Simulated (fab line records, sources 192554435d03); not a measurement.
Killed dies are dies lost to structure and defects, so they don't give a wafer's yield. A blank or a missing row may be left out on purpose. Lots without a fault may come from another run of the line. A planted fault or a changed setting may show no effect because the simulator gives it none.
fab line records | flow n5_finfet
record lots=24 wafers=72 last_day=18
route steps=1938 shown MOL_CONTACT_COAG@615 BEOL_M0_SAQP@637
lots that met no fault: from a run of the same line without faults
start_h: hours from the record's first day to the start of the lot's first wafer shown | wait_h: hours since the lot's step before | " the same as in the row above | L1.1+2: a row that stands for several wafers | - no value, or no start given | * or withheld: withheld | < > ~ a bound
route shown NAME@n: a module of which the file shows steps, and the number in the route of the first | usual: mean/standard deviation of fault-free wafers | same: alike in all rows | chamber/n: place in a boat | sites: the reading at each site | _std_site: their standard deviation | _edge_site: outer sites' mean less inner sites' | radius_mm: how far each site lies from the wafer's centre | mask NAME#n: copy n | behind: the tool/chamber that last shaped the wafer | hold: why the lot was held/for how many hours/how that ended | device: the transistor (n, p or np) that didn't switch | end of line: the same wafers' tests at the end of the route | a step without rows: its recipe alone | killed: dies lost to structure and defects at the first sort, not the wafer's yield | map: a wafer's dies, x killed, . not, _ none there
set.NAME: the setting as run; set.NAME@STEP: as run at that earlier step | model.NAME: the simulator's own value behind a step, which no gauge read
steps of the route over a sample of lots; a table a step, a row a wafer
services: from which hour (start_h, from the record's first day; less than 0 if before it) a tool's chamber was out of use, for how many hours, and why
## steps
# step N5_MOL_CONTACT_COAG_VIA_ETCH_117
# recipe chemistry=C4F6/O2 target_depth_a=400 overetch_a=80 mask_material=SOC target=SiO2 bias_w=455 pressure_mtorr=10 time_s=26 source_w=325 Ar_flow_sccm=300 C4F6_flow_sccm=10 O2_flow_sccm=10 ion_energy_ev=575.3 ends=end_point
# usual drypump_motor_current_A=5.6/0.44 mfc_ar_sccm=300.0/0.95 oes_o_777_au=0.78/0.072 oes_product_au=0.69/0.064 rf_vpp_V=1581/48 showerhead_plenum_p_Torr=2.86/0.086 throttle_valve_pct=41.0/0.46
# columns lot.wafer tool chamber start_h wait_h drypump_motor_current_A mfc_ar_sccm oes_o_777_au oes_product_au rf_hours_counter_h rf_vpp_V showerhead_plenum_p_Torr throttle_valve_pct
L074.3 rie_diel-01 2 100.59 0.0 5.3 299.4 0.86 0.76 50 1564 2.90 40.8
L074.4 " 0 " " 5.2 300.8 0.77 0.66 190 1545 2.91 40.9
L074.5 " 2 " " 5.3 298.7 0.85 0.76 - 1565 2.90 40.8
L076.2 rie_diel-01 2 111.37 0.0 5.3 299.9 0.84 0.75 56 1564 2.90 40.8
L076.4 " 1 " " 6.0 302.2 0.77 0.66 178 1533 2.76 41.8
L076.5 " 1 " " 6.1 300.7 0.77 0.66 - 1532 2.76 41.8
L075.3 rie_diel-01 2 112.01 0.0 5.4 300.0 0.83 0.75 56 1563 2.90 40.8
L075.4 " 1 " " 6.0 299.3 0.77 0.67 179 1532 2.76 41.8
L075.6 " 3 " " 6.6 301.1 0.71 0.63 - 1560 2.93 40.2
L077.4 rie_diel-01 1 120.46 0.0 6.0 300.4 0.77 0.66 184 1533 2.76 41.8
L077.5 " 1 " " 6.0 300.1 0.77 0.66 - 1531 2.76 41.8
L077.6 " 2 " " 5.3 301.8 0.83 0.75 - 1563 2.90 40.8
L078.1 rie_diel-01 0 125.61 0.0 5.2 299.9 0.76 0.64 200 1546 2.91 41.0
L078.2 " 3 " " 6.6 300.4 0.70 0.64 191 1560 2.93 40.2
L078.4 " 2 " " 5.3 299.9 0.82 0.75 63 1563 2.90 40.8
L079.1 rie_diel-01 2 137.64 0.0 5.4 300.7 0.83 0.74 67 1563 2.89 40.8
L079.5 " 3 " " 6.6 300.6 0.69 0.62 - 1560 2.93 40.2
L079.6 " 2 " " 5.4 300.8 0.83 0.74 - 1563 2.89 40.8
L080.2 rie_diel-05 1 141.05 0.0 5.3 300.3 0.84 0.75 70 1666 2.99 40.3
L080.5 " 1 " " 5.3 301.1 0.84 0.75 - 1665 2.99 40.3
L080.6 " 0 " " 5.4 300.9 0.73 0.63 - 1569 2.80 40.8
L081.2 rie_diel-06 1 147.88 0.0 5.5 300.6 1.00 0.91 0 1550 2.80 40.8
L081.4 " 2 " " 5.9 300.7 0.93 0.76 59 1592 2.78 41.2
L081.6 " 3 " " 5.5 301.3 0.74 0.67 - 1555 2.97 40.8
L083.1 rie_diel-01 2 156.45 0.0 5.3 299.6 0.82 0.73 73 1561 2.89 40.8
L083.2 " 1 " " 6.0 300.4 0.76 0.66 195 1529 2.75 41.9
L083.5 " 2 " " 5.3 300.3 0.81 0.73 - 1564 2.89 40.8
L082.2 rie_diel-05 0 156.67 0.0 5.4 300.3 0.73 0.62 216 1568 2.79 40.9
L082.3 " 1 " " 5.3 300.0 0.84 0.75 73 1664 2.99 40.3
L082.4 " 3 " " 5.2 299.6 0.79 0.77 39 1696 2.80 41.1
L084.1 rie_diel-05 2 159.97 0.0 5.1 300.7 0.68 0.66 174 1641 2.95 41.3
L084.4 " 3 " " 5.2 298.8 0.79 0.77 40 1695 2.80 41.1
L084.5 " 2 " " 5.1 300.7 0.68 0.66 - 1642 2.95 41.3
L085.2 rie_diel-01 3 167.99 0.0 6.5 300.0 0.69 0.63 206 1559 2.92 40.3
L085.4 " 1 " " 6.0 300.0 0.75 0.66 199 1530 2.75 41.9
L085.5 " 0 " " 5.2 300.2 0.76 0.64 - 1544 2.90 41.0
L086.3 rie_diel-01 3 173.54 0.0 6.6 297.8 0.69 0.62 208 1560 2.92 40.2
L086.4 " 1 " " 6.0 299.5 0.76 0.66 201 1530 2.75 41.9
L086.5 " 3 " " 6.6 299.6 0.69 0.63 - 1560 2.92 40.3
L087.2 rie_diel-06 1 177.29 0.0 5.6 302.1 0.94 0.85 9 1549 2.80 40.8
L087.4 " 3 " " 5.5 301.2 0.73 0.67 173 1556 2.96 40.8
L087.5 " 1 " " 5.6 301.1 0.94 0.86 - 1549 2.80 40.8
L088.1 rie_diel-01 3 186.26 0.0 6.6 301.0 0.69 0.62 212 1559 2.92 40.3
L088.2 " 1 " " 6.0 301.0 0.75 0.65 206 1531 2.75 41.9
L088.3 " 0 " " 5.2 299.4 0.75 0.62 221 1545 2.90 41.0
L089.4 rie_diel-06 2 191.66 0.0 5.9 301.2 0.90 0.75 72 1591 2.77 41.2
L089.5 " 1 " " 5.6 299.2 0.93 0.83 - 1549 2.80 40.8
L089.6 " 0 " " 5.5 299.6 0.80 0.67 - 1577 2.72 41.4
L090.2 rie_diel-05 2 196.66 0.0 5.1 300.8 0.67 0.65 186 1640 2.95 41.3
L090.3 " 0 " " 5.4 299.6 0.72 0.62 229 1569 2.79 40.9
L090.6 " 3 " " 5.2 301.2 0.77 0.76 - 1696 2.79 41.1
L091.1 rie_diel-06 2 199.69 0.0 5.9 300.6 0.90 0.75 75 1591 2.77 41.2
L091.3 " 3 " " 5.5 299.0 0.73 0.66 180 1554 2.96 40.8
L091.6 " 0 " " 5.5 301.4 0.80 0.67 - 1578 2.72 41.4
L092.1 rie_diel-06 0 208.68 0.0 5.5 298.8 0.80 0.66 159 1577 2.72 41.4
L092.4 " 3 " " 5.5 299.5 0.72 0.66 182 1553 2.96 40.8
L092.5 " 1 " " 5.6 298.7 0.91 0.83 - 1550 2.79 40.8
L093.2 rie_diel-05 3 220.52 0.0 5.2 301.2 0.77 0.74 61 1696 2.79 41.1
L093.3 " 2 " " 5.1 299.9 0.67 0.65 193 1639 2.94 41.3
L093.6 " 1 " " 5.3 300.7 0.82 0.72 - 1664 2.98 40.3
L094.1 rie_diel-05 1 231.74 0.0 5.3 298.6 0.81 0.72 98 1665 2.98 40.4
L094.4 " 3 " " 5.2 300.3 0.76 0.74 65 1695 2.79 41.1
L094.5 " 1 " " 5.3 299.0 0.81 0.72 - 1663 2.98 40.4
L095.1 rie_diel-05 1 234.56 0.0 5.3 299.2 0.81 0.72 99 1663 2.98 40.3
L095.3 " 3 " " 5.2 300.3 0.76 0.73 66 1696 2.79 41.1
L095.5 " 1 " " 5.3 297.7 0.81 0.72 - 1662 2.98 40.4
L096.1 rie_diel-06 0 238.21 0.0 5.6 299.4 0.79 0.66 170 1579 2.71 41.4
L096.3 " 2 " " 5.9 299.9 0.89 0.74 89 1590 2.76 41.2
L096.6 " 2 " " 5.9 299.5 0.88 0.74 - 1590 2.77 41.2
L097.2 rie_diel-01 1 241.24 0.0 6.0 298.2 0.73 0.63 226 1530 2.74 41.9
L097.3 " 3 " " 6.6 299.8 0.67 0.62 228 1560 2.91 40.3
L097.5 " 2 " " 5.3 299.7 0.79 0.71 - 1562 2.88 40.9
# step N5_MOL_CONTACT_COAG_STRIP_49
# recipe chemistry=N2/H2 time_s=30 power_w=1000 temp_c=250 pressure_mtorr=withheld n2_flow_sccm=1750 h2_flow_sccm=3250
# usual drypump_motor_current_A=5.9/0.47 heater_power_w=332/34
# columns lot.wafer tool chamber start_h wait_h drypump_motor_current_A heater_power_w rf_hours_counter_h
L074.3 plasma_asher-02 1 100.81 - 6.6 334 -
L074.4 " 0 " " 5.8 312 -
L074.5 " 0 " " 5.8 308 -
L076.2 plasma_asher-02 0 111.57 - 5.9 306 93
L076.4 " 1 " " 6.5 337 -
L076.5 " 1 " " 6.6 330 -
L075.3 plasma_asher-01 1 112.23 - 5.7 383 -
L075.4 " 0 " " 5.3 306 -
L075.6 " 1 " " 5.7 385 -
L077.4 plasma_asher-02 1 120.68 - 6.6 327 -
L077.5 " 1 " " 6.6 327 -
L077.6 " 0 " " 5.9 312 -
L078.1 plasma_asher-01 0 125.81 - 5.3 307 46
L078.2 " 1 " " 5.7 380 46
L078.4 " 1 " " 5.7 387 -
L079.1 plasma_asher-02 0 137.84 - 5.8 308 99
L079.5 " 0 " " 5.9 314 -
L079.6 " 1 " " 6.6 341 -
L080.2 plasma_asher-02 0 141.26 - 5.9 306 99
L080.5 " 0 " " 5.9 297 -
L080.6 " 1 " " 6.6 332 -
L081.2 plasma_asher-01 1 148.08 - 5.7 393 51
L081.4 " 1 " " 5.7 391 -
L081.6 " 1 " " 5.6 390 -
L083.1 plasma_asher-02 0 156.66 - 5.9 306 102
L083.2 " 1 " " 6.6 328 102
L083.5 " 1 " " 6.6 331 -
L082.2 plasma_asher-01 0 156.88 - 5.3 304 54
L082.3 " 0 " " 5.3 307 -
L082.4 " 1 " " 5.7 392 -
L084.1 plasma_asher-02 1 160.17 - 6.6 318 103
L084.4 " 1 " " 6.5 329 -
L084.5 " 0 " " 5.8 300 -
L085.2 plasma_asher-02 1 168.19 - 6.6 333 103
L085.4 " 1 " " 6.6 329 -
L085.5 " 0 " " 5.8 303 -
L086.3 plasma_asher-02 1 173.76 - 6.6 335 -
L086.4 " 0 " " 5.9 304 -
L086.5 " 1 " " 6.6 325 -
L087.2 plasma_asher-02 0 177.49 - 5.8 308 105
L087.4 " 1 " " 6.5 330 -
L087.5 " 1 " " 6.6 335 -
L088.1 plasma_asher-01 1 186.46 - 5.7 382 60
L088.2 " 0 " " 5.3 310 60
L088.3 " 0 " " 5.3 306 -
L089.4 plasma_asher-02 1 191.88 - 6.6 337 -
L089.5 " 1 " " 6.6 330 -
L089.6 " 0 " " 5.8 306 -
L090.2 plasma_asher-01 0 196.86 - 5.3 315 63
L090.3 " 0 " " 5.3 308 -
L090.6 " 0 " " 5.3 308 -
L091.1 plasma_asher-02 0 199.89 - 5.9 309 107
L091.3 " 1 " " 6.6 328 -
L091.6 " 0 " " 5.9 304 -
L092.1 plasma_asher-01 0 208.88 - 5.3 306 65
L092.4 " 1 " " 5.7 383 -
L092.5 " 0 " " 5.3 313 -
L093.2 plasma_asher-01 1 220.72 - 5.7 394 67
L093.3 " 0 " " 5.3 308 -
L093.6 " 1 " " 5.7 389 -
L094.1 plasma_asher-01 1 231.94 - 5.7 398 69
L094.4 " 0 " " 5.3 311 -
L094.5 " 1 " " 5.7 387 -
L095.1 plasma_asher-01 0 234.76 - 5.3 314 70
L095.3 " 1 " " 5.6 390 -
L095.5 " 1 " " 5.6 392 -
L096.1 plasma_asher-01 1 238.41 - 5.7 385 71
L096.3 " 0 " " 5.3 310 -
L096.6 " 1 " " 5.7 393 -
L097.2 plasma_asher-02 0 241.45 - 5.8 298 117
L097.3 " 0 " " 5.8 298 -
L097.5 " 0 " " 5.8 304 -
# step N5_MOL_CONTACT_COAG_CVD_140
# recipe material=W target_thk_a=665 mode=selective_fill temp_c=300 time_s=215
# usual heater_power_w=507/46
# columns lot.wafer tool chamber start_h wait_h heater_power_w since_wet_clean_h
L074.3 cvd_w-02 1 101.15 0.1 455 -
L074.4 " 0 " " 568 -
L074.5 " 1 " " 464 -
L076.2 cvd_w-02 0 111.85 0.1 566 794
L076.4 " 0 " " 555 -
L076.5 " 0 " " 561 -
L075.3 cvd_w-01 1 112.57 0.1 470 -
L075.4 " 0 " " 540 -
L075.6 " 0 " " 534 -
L077.4 cvd_w-01 1 121.02 0.1 466 -
L077.5 " 1 " " 455 -
L077.6 " 0 " " 535 -
L078.1 cvd_w-02 0 126.09 0.1 558 808
L078.2 " 1 " " 466 808
L078.4 " 0 " " 547 -
L079.1 cvd_w-02 1 138.12 0.1 468 820
L079.5 " 1 " " 444 -
L079.6 " 0 " " 557 -
L080.2 cvd_w-02 1 141.54 0.1 461 824
L080.5 " 1 " " 466 -
L080.6 " 0 " " 555 -
L081.2 cvd_w-02 1 148.36 0.1 463 830
L081.4 " 0 " " 557 -
L081.6 " 0 " " 558 -
L083.1 cvd_w-01 0 156.94 0.1 539 325
L083.2 " 1 " " 457 325
L083.5 " 0 " " 524 -
L082.2 cvd_w-02 0 157.16 0.1 566 839
L082.3 " 1 " " 451 -
L082.4 " 0 " " 567 -
L084.1 cvd_w-01 0 160.45 0.1 527 328
L084.4 " 0 " " 537 -
L084.5 " 0 " " 535 -
L085.2 cvd_w-01 0 168.49 0.1 519 337
L085.4 " 0 " " 537 -
L085.5 " 0 " " 539 -
L086.3 cvd_w-01 0 174.10 0.1 525 -
L086.4 " 1 " " 472 -
L086.5 " 0 " " 542 -
L087.2 cvd_w-01 1 177.78 0.1 454 346
L087.4 " 1 " " 464 -
L087.5 " 1 " " 474 -
L088.1 cvd_w-01 1 186.74 0.1 471 355
L088.2 " 0 " " 553 355
L088.3 " 0 " " 549 -
L089.4 cvd_w-01 0 192.22 0.1 545 -
L089.5 " 1 " " 457 -
L089.6 " 0 " " 529 -
L090.2 cvd_w-01 0 197.15 0.1 530 365
L090.3 " 1 " " 479 -
L090.6 " 1 " " 462 -
L091.1 cvd_w-02 0 200.17 0.1 565 882
L091.3 " 0 " " 566 -
L091.6 " 1 " " 456 -
L092.1 cvd_w-01 0 209.16 0.1 537 377
L092.4 " 1 " " 469 -
L092.5 " 1 " " 464 -
L093.2 cvd_w-02 1 221.01 0.1 461 903
L093.3 " 0 " " 567 -
L093.6 " 0 " " 564 -
L094.1 cvd_w-02 0 232.22 0.1 566 914
L094.4 " 0 " " 570 -
L094.5 " 1 " " 459 -
L095.1 cvd_w-02 1 235.06 0.1 451 917
L095.3 " 1 " " 466 -
L095.5 " 0 " " 565 -
L096.1 cvd_w-02 1 238.69 0.1 461 921
L096.3 " 1 " " 456 -
L096.6 " 0 " " 584 -
L097.2 cvd_w-02 1 241.73 0.1 464 924
L097.3 " 0 " " 551 -
L097.5 " 0 " " 581 -
# step N5_BEOL_M0_SAQP_PECVD_97
# recipe material=SiNx target_thk_a=230 temp_c=350 precursor=SiH4/NH3/N2 pressure_torr=1.5 rf_w=300 time_s=19.9
# usual heater_power_w=572/78 showerhead_plenum_p_Torr=5.11/0.045 showerhead_vpp_V=1074/53 throttle_valve_pct=41.0/2.5
# columns lot.wafer tool chamber start_h wait_h heater_power_w showerhead_plenum_p_Torr showerhead_vpp_V since_wet_clean_h throttle_valve_pct
L074.3 pecvd-03 1 107.79 0.0 617 5.12 1078 - 43.5
L074.4 " 0 " " 675 5.04 1143 - 41.9
L074.5 " 0 " " 691 5.05 1133 - 42.1
L076.2 pecvd-03 0 116.44 0.0 673 5.05 1155 1002 41.9
L076.4 " 2 " " 596 5.14 1150 - 38.5
L076.5 " 1 " " 607 5.10 1077 - 43.8
L075.3 pecvd-03 0 120.23 0.0 669 5.06 1125 1005 41.9
L075.4 " 1 " " 620 5.11 1087 - 43.6
L075.6 " 2 " " 571 5.13 1147 - 38.6
L077.4 pecvd-03 0 127.27 0.0 638 5.04 1118 - 42.0
L077.5 " 1 " " 718 5.12 1095 - 43.8
L077.6 " 2 " " 557 5.13 1141 - 38.7
L078.1 pecvd-01 2 130.99 0.0 543 5.11 1008 443 36.8
L078.2 " 1 " " 538 5.14 1089 1922 44.8
L078.4 " 2 " " 543 5.09 1000 - 37.0
L079.1 pecvd-02 0 147.36 0.0 425 5.07 1079 670 39.0
L079.5 " 0 " " 414 5.07 1071 - 39.1
L079.6 " 2 " " 589 5.19 984 - 40.6
L080.2 pecvd-02 1 147.87 0.0 536 5.15 1037 1395 40.3
L080.5 " 2 " " 667 5.19 992 - 40.1
L080.6 " 0 " " 442 5.08 1079 - 39.3
L081.2 pecvd-02 2 153.89 0.0 604 5.19 963 2127 40.5
L081.4 " 0 " " 452 5.06 1095 - 39.1
L081.6 " 1 " " 454 5.14 1061 - 40.3
L083.1 pecvd-02 2 161.57 0.0 655 5.19 989 2134 40.5
L083.2 " 0 " " 447 5.06 1070 684 39.2
L083.5 " 2 " " 659 5.19 986 - 40.3
L082.2 pecvd-03 1 164.67 0.0 714 5.12 1097 1775 43.6
L082.3 " 0 " " 570 5.04 1136 1050 42.0
L082.4 " 2 " " 524 5.14 1146 - 39.1
L084.1 pecvd-02 2 168.09 0.0 618 5.18 975 2141 40.2
L084.4 " 1 " " 455 5.14 1029 - 40.1
L084.5 " 0 " " 461 5.06 1075 - 39.1
L085.2 pecvd-03 1 173.31 0.0 657 5.12 1080 1783 43.8
L085.4 " 0 " " 635 5.04 1149 - 42.0
L085.5 " 1 " " 656 5.12 1077 - 43.8
L086.3 pecvd-01 1 180.43 0.0 561 5.13 1089 1972 44.6
L086.4 " 2 " " 501 5.10 1002 - 37.2
L086.5 " 0 " " 642 5.06 1068 - 45.9
L087.2 pecvd-03 2 183.62 0.0 559 5.13 1126 315 38.7
L087.4 " 0 " " 687 5.04 1138 - 42.3
L087.5 " 1 " " 698 5.12 1076 - 44.0
L088.1 pecvd-03 1 191.37 0.0 582 5.11 1076 1802 43.6
L088.2 " 0 " " 654 5.03 1148 1077 42.0
L088.3 " 2 " " 590 5.14 1150 322 38.7
L089.4 pecvd-03 1 197.19 0.0 624 5.11 1076 - 43.4
L089.5 " 2 " " 516 5.13 1166 - 38.6
L089.6 " 0 " " 615 5.04 1147 - 41.9
L090.2 pecvd-02 1 202.73 0.0 535 5.14 1031 1450 39.9
L090.3 " 0 " " 461 5.06 1078 - 39.1
L090.6 " 1 " " 443 5.15 1042 - 40.0
L091.1 pecvd-01 1 207.48 0.0 578 5.13 1081 1999 44.6
L091.3 " 2 " " 537 5.11 997 520 37.3
L091.6 " 0 " " 638 5.06 1068 - 45.6
L092.1 pecvd-01 0 214.20 0.0 657 5.05 1084 1281 45.7
L092.4 " 1 " " 587 5.14 1090 - 44.5
L092.5 " 0 " " 644 5.05 1067 - 45.7
L093.2 pecvd-02 0 225.90 0.0 455 5.07 1058 749 39.3
L093.3 " 1 " " 443 5.15 1034 - 40.1
L093.6 " 0 " " 454 5.07 1062 - 39.5
L094.1 pecvd-03 1 237.23 0.0 602 5.11 1077 1847 43.9
L094.4 " 1 " " 605 5.11 1083 - 43.8
L094.5 " 2 " " 524 5.13 1150 - 38.7
L095.1 pecvd-02 1 240.18 0.0 506 5.14 1039 1488 39.9
L095.3 " 1 " " 515 5.13 1055 - 39.7
L095.5 " 2 " " 589 5.16 977 - 36.4
L096.1 pecvd-02 1 243.18 0.0 495 5.14 1043 1491 39.8
L096.3 " 1 " " 501 5.16 1039 - 40.1
L096.6 " 1 " " 499 5.14 1056 - 39.9
L097.2 pecvd-03 0 247.37 0.0 624 5.04 1110 1132 41.9
L097.3 " 2 " " 523 5.13 1127 378 38.8
L097.5 " 1 " " 647 5.12 1072 - 43.6
# step N5_BEOL_M0_SAQP_ETCH_84
# recipe chemistry=N2/H2 target=SOC target_depth_a=1000 overetch_a=200 mask_material=SiARC temp_c=40 time_s=150 ion_energy_ev=200 pressure_mtorr=30 source_w=840 bias_w=150 n2_flow_sccm=200 h2_flow_sccm=200
# usual drypump_motor_current_A=5.6/0.38 oes_product_au=0.69/0.076 rf_vpp_V=524.5/2 showerhead_plenum_p_Torr=2.57/0.067 throttle_valve_pct=17.9/0.32
# columns lot.wafer tool chamber start_h wait_h drypump_motor_current_A oes_product_au rf_hours_counter_h rf_vpp_V showerhead_plenum_p_Torr throttle_valve_pct
L074.3 rie_diel-03 3 108.67 0.0 6.0 0.72 118 523.5 2.56 17.9
L074.4 " 1 " " 5.0 0.61 - 523.5 2.51 18.2
L074.5 " 0 " " 5.6 0.60 - 522.0 2.50 17.9
L076.2 rie_diel-04 2 117.38 0.0 5.6 0.75 63 527.4 2.69 17.7
L076.4 " 0 " " 6.1 0.65 203 526.3 2.65 18.2
L076.5 " 1 " " 5.8 0.63 - 523.6 2.55 18.5
L075.3 rie_diel-03 0 120.89 0.0 5.6 0.60 247 523.1 2.50 17.9
L075.4 " 1 " " 4.9 0.61 248 521.8 2.51 18.2
L075.6 " 1 " " 4.9 0.61 - 522.8 2.51 18.2
L077.4 rie_diel-03 3 128.89 0.0 6.0 0.72 - 524.7 2.56 17.9
L077.5 " 0 " " 5.6 0.59 - 523.7 2.50 17.9
L077.6 " 2 " " 5.6 0.77 - 525.9 2.56 17.4
L078.1 rie_diel-03 3 131.91 0.0 6.0 0.72 126 524.5 2.56 17.9
L078.2 " 2 " " 5.6 0.77 60 524.1 2.56 17.4
L078.4 " 2 " " 5.6 0.77 - 525.2 2.56 17.4
L079.1 rie_diel-03 3 148.16 0.0 6.0 0.71 132 524.4 2.55 17.9
L079.5 " 2 " " 5.6 0.77 - 524.1 2.55 17.4
L079.6 " 3 " " 6.0 0.71 - 525.0 2.55 17.9
L080.2 rie_diel-02 3 148.54 0.0 5.1 0.63 221 523.4 2.52 18.0
L080.5 " 0 " " 5.6 0.73 - 523.5 2.47 17.9
L080.6 " 3 " " 5.1 0.62 - 522.1 2.52 18.0
L081.2 rie_diel-04 2 154.68 0.0 5.6 0.75 74 527.6 2.68 17.7
L081.4 " 1 " " 5.8 0.63 201 523.1 2.55 18.5
L081.6 " 3 " " 5.2 0.63 - 525.5 2.65 18.0
L083.1 rie_diel-03 3 162.24 0.0 6.0 0.70 137 524.4 2.55 18.0
L083.2 " 2 " " 5.7 0.76 71 525.8 2.55 17.4
L083.5 " 1 " " 4.9 0.85 - 522.2 2.50 17.9
L082.2 rie_diel-03 1 165.53 0.0 4.9 0.82 10 524.2 2.50 17.9
L082.3 " 3 " " 6.0 0.71 139 524.2 2.55 18.0
L082.4 " 0 " " 5.5 0.87 4 522.7 2.50 17.4
L084.1 rie_diel-03 3 168.88 0.0 6.0 0.71 140 524.4 2.55 18.0
L084.4 " 2 " " 5.7 0.76 74 523.7 2.55 17.4
L084.5 " 3 " " 6.0 0.70 - 524.3 2.55 18.0
L085.2 rie_diel-04 1 174.16 0.0 5.8 0.62 206 520.7 2.54 18.5
L085.4 " 2 " " 5.6 0.73 79 528.4 2.68 17.7
L085.5 " 2 " " 5.6 0.74 - 526.7 2.68 17.7
L086.3 rie_diel-04 1 181.26 0.0 5.7 0.63 208 522.1 2.54 18.5
L086.4 " 0 " " 6.0 0.65 215 526.9 2.64 18.2
L086.5 " 2 " " 5.6 0.73 - 527.1 2.68 17.7
L087.2 rie_diel-04 0 184.29 0.0 6.0 0.64 216 527.1 2.64 18.2
L087.4 " 2 " " 5.6 0.73 83 528.7 2.68 17.7
L087.5 " 3 " " 5.2 0.63 - 526.9 2.65 18.1
L088.1 rie_diel-04 3 192.19 0.0 5.2 0.63 203 526.0 2.64 18.1
L088.2 " 1 " " 5.8 0.63 210 522.5 2.54 18.5
L088.3 " 0 " " 6.0 0.65 218 526.0 2.64 18.2
L089.4 rie_diel-02 0 197.96 0.0 5.6 0.72 104 522.0 2.46 17.9
L089.5 " 1 " " 6.5 0.65 - 523.4 2.51 17.9
L089.6 " 0 " " 5.5 0.72 - 521.5 2.46 17.9
L090.2 rie_diel-03 3 203.58 0.0 6.0 0.70 150 524.2 2.55 18.0
L090.3 " 0 " " 5.6 0.83 14 521.9 2.49 17.4
L090.6 " 2 " " 5.6 0.75 - 524.7 2.55 17.4
L091.1 rie_diel-04 0 208.29 0.0 6.0 0.64 223 525.5 2.64 18.2
L091.3 " 2 " " 5.6 0.72 89 529.7 2.68 17.7
L091.6 " 2 " " 5.6 0.73 - 528.4 2.68 17.7
L092.1 rie_diel-04 0 215.00 0.0 6.0 0.64 225 525.6 2.64 18.2
L092.4 " 3 " " 5.2 0.62 209 525.2 2.64 18.1
L092.5 " 1 " " 5.8 0.62 - 522.6 2.54 18.5
L093.2 rie_diel-02 1 226.83 0.0 6.5 0.65 210 524.6 2.51 17.9
L093.3 " 2 " " 5.4 0.66 176 526.2 2.63 17.6
L093.6 " 0 " " 5.6 0.72 - 521.4 2.46 18.0
L094.1 rie_diel-04 0 238.38 0.0 6.0 0.64 231 524.5 2.63 18.2
L094.4 " 1 " " 5.8 0.62 224 522.7 2.54 18.5
L094.5 " 2 " " 5.6 0.73 - 527.3 2.67 17.7
L095.1 rie_diel-03 2 241.05 0.0 5.7 0.74 94 523.3 2.54 17.4
L095.3 " 3 " " 6.0 0.69 162 524.2 2.54 18.0
L095.5 " 3 " " 6.0 0.70 - 523.1 2.54 18.0
L096.1 rie_diel-04 1 244.10 0.0 5.8 0.62 225 522.3 2.54 18.5
L096.3 " 3 " " 5.2 0.62 217 526.6 2.64 18.1
L096.6 " 2 " " 5.6 0.72 - 527.9 2.67 17.7
L097.2 rie_diel-02 3 248.03 0.0 5.1 0.61 250 522.4 2.51 18.1
L097.3 " 2 " " 5.4 0.65 182 526.1 2.62 17.6
L097.5 " 1 " " 6.5 0.64 - 521.0 2.51 17.9
# step N5_BEOL_M0_SAQP_CD_MEAS_25
# recipe target_cd_nm=13.1 landing_energy_ev=1000 detector=se_inlens
# usual cd_nm=12.82/0.23
# columns lot.wafer tool chamber start_h wait_h cd_nm
L074.3 cd_sem-01 0 110.55 0.1 12.47
L074.4 " 0 " " 12.25
L074.5 " 0 " " 12.82
L076.2 cd_sem-03 0 118.91 0.1 13.05
L076.4 " 0 " " 13.04
L076.5 " 0 " " 12.48
L075.3 cd_sem-03 0 122.48 0.1 12.70
L075.4 " 0 " " 12.73
L075.6 " 0 " " 12.75
L077.4 cd_sem-03 0 130.32 0.0 12.67
L077.5 " 0 " " 12.88
L077.6 " 0 " " 12.82
L078.1 cd_sem-03 0 134.14 0.1 13.04
L078.2 " 0 " " 12.70
L078.4 " 0 " " 12.42
L079.1 cd_sem-03 0 149.64 0.1 12.80
L079.5 " 0 " " 12.89
L079.6 " 0 " " 12.75
L080.2 cd_sem-03 0 150.45 0.1 13.01
L080.5 " 0 " " 12.76
L080.6 " 0 " " 13.13
L081.2 cd_sem-03 0 156.16 0.1 12.99
L081.4 " 0 " " 13.19
L081.6 " 0 " " 13.19
L083.1 cd_sem-01 0 164.03 0.1 12.82
L083.2 " 0 " " 12.81
L083.5 " 0 " " 12.99
L082.2 cd_sem-01 0 167.26 0.1 12.72
L082.3 " 0 " " 12.74
L082.4 " 0 " " 13.11
L084.1 cd_sem-01 0 170.75 0.1 12.60
L084.4 " 0 " " 12.61
L084.5 " 0 " " 13.19
L085.2 cd_sem-03 0 175.64 0.1 12.48
L085.4 " 0 " " 12.87
L085.5 " 0 " " 12.82
L086.3 cd_sem-01 0 183.71 0.1 12.80
L086.4 " 0 " " 12.74
L086.5 " 0 " " 12.72
L087.2 cd_sem-03 0 186.86 0.1 12.60
L087.4 " 0 " " 12.96
L087.5 " 0 " " 12.79
L088.1 cd_sem-03 0 193.66 0.1 12.85
L088.2 " 0 " " 12.98
L088.3 " 0 " " 12.96
L089.4 cd_sem-03 0 199.58 0.1 13.00
L089.5 " 0 " " 12.77
L089.6 " 0 " " 12.78
L090.2 cd_sem-03 0 205.06 0.1 13.35
L090.3 " 0 " " 12.78
L090.6 " 0 " " 12.27
L091.1 cd_sem-02 0 209.77 0.1 12.97
L091.3 " 0 " " 12.48
L091.6 " 0 " " 12.96
L092.1 cd_sem-02 0 218.02 0.1 12.72
L092.4 " 0 " " 12.39
L092.5 " 0 " " 12.54
L093.2 cd_sem-01 0 228.44 0.1 12.97
L093.3 " 0 " " 13.23
L093.6 " 0 " " 13.04
L094.1 cd_sem-01 0 239.90 0.1 12.78
L094.4 " 0 " " 13.14
L094.5 " 0 " " 12.75
L095.1 cd_sem-01 0 242.73 0.1 12.58
L095.3 " 0 " " 12.77
L095.5 " 0 " " 12.41
L096.1 cd_sem-03 0 245.67 0.1 12.74
L096.3 " 0 " " 13.04
L096.6 " 0 " " 12.64
L097.2 cd_sem-03 0 249.51 0.1 13.14
L097.3 " 0 " " 12.53
L097.5 " 0 " " 12.35
## services
# columns tool chamber start_h hours kind
pecvd-02 - 87.55 0.6 repair
rie_diel-04 3 100.75 14.7 repair
rie_diel-03 2 103.34 6.7 repair
rie_diel-06 - 104.20 14.6 pm
pecvd-03 2 106.61 5.5 scheduled_down
pecvd-02 1 110.01 3.6 repair
rie_diel-01 0 116.87 1.2 repair
cvd_w-02 - 119.79 5.5 repair
rie_diel-04 0 119.99 13.8 repair
rie_diel-02 - 124.83 14.6 pm
rie_diel-03 1 126.17 - clean
rie_diel-03 1 126.17 - consumable_replace:focus_ring
pecvd-02 - 130.82 1.2 repair
cvd_w-01 - 134.29 1.1 repair
pecvd-02 - 141.10 1.4 repair
plasma_asher-02 - 164.39 3.5 repair
pecvd-03 2 172.74 5.0 scheduled_down
plasma_asher-01 - 182.00 4.3 pm
plasma_asher-02 - 186.40 3.0 repair
rie_diel-04 3 200.03 2.9 repair
rie_diel-03 2 218.45 2.0 repair
rie_diel-01 2 225.67 2.5 repair
pecvd-03 - 227.89 0.2 repair
rie_diel-01 0 230.15 3.8 repair
## key
fault none
